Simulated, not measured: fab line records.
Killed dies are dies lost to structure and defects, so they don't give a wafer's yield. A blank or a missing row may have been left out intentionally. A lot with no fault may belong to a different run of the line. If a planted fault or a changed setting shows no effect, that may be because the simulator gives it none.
Chamber matching ; flow n5-finfet ; N5_BEOL_M10_CURE_72 on uv-cure-03: 3 sister chambers
The step cures SiCOH lowk, time 120 s. 6 wafers are shown with their chamber, then 12 later ones without.

== WAFERS PAIRED WITH THEIR CHAMBERS ==
wafer;chamber;wafer_temp_C_max;lamp-power-pct (%)
L083.3;2;371.9;52.33
L083.6;2;372.1;52.26
L087.4;0;372.3;52.39
L087.5;0;372.1;52.44
L089.5;1;372.8;52.39
L089.6;1;372.6;52.30

== WAFERS WITHOUT THEIR CHAMBER ==
wafer;wafer_temp_C_max;lamp-power-pct (%)
L092.1;372.1;52.35
L092.2;371.8;52.31
L092.5;372.3;52.40
L094.2;371.8;52.32
L094.3;373.1;52.42
L094.4;372.8;52.29
L093.1;372.0;52.36
L093.4;372.3;52.29
L093.5;372.2;52.32
L093.2;371.6;52.34
L093.3;372.3;52.26
L093.6;372.9;52.29

== THE CHAMBER EACH PASSED THROUGH ==
wafer;from the rows above;in truth
L092.1;can't be placed: 2 or 0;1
L092.2;2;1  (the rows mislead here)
L092.5;0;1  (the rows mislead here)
L094.2;can't be placed: 2 or 0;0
L094.3;1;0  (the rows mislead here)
L094.4;1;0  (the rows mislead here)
L093.1;can't be placed: 2 or 0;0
L093.4;can't be placed: 2 or 0 or 1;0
L093.5;can't be placed: 2 or 0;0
L093.2;can't be placed: 2 or 0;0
L093.3;can't be placed: 2 or 0 or 1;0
L093.6;1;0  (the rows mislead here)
Correctly placed: 0 of 12. Cannot be placed on the basis of these rows: 7; the candidates contain the true chamber in 6. Number placed wrongly: 5.
How it was worked out, from the rows above alone: a wafer's distance from a chamber is the root of the sum, over the readings, of the square of ((its reading less the chamber's mean) divided by the reading's scatter). The wafer belongs to the nearest chamber; if the next one is less than 2 further off, it can't be placed. Each chamber's mean is taken over the wafers shown for it. How the scatter is found: for the shown wafers, subtract from each reading the mean of its chamber, square and add these, divide the total by (wafers less chambers), then take the root.
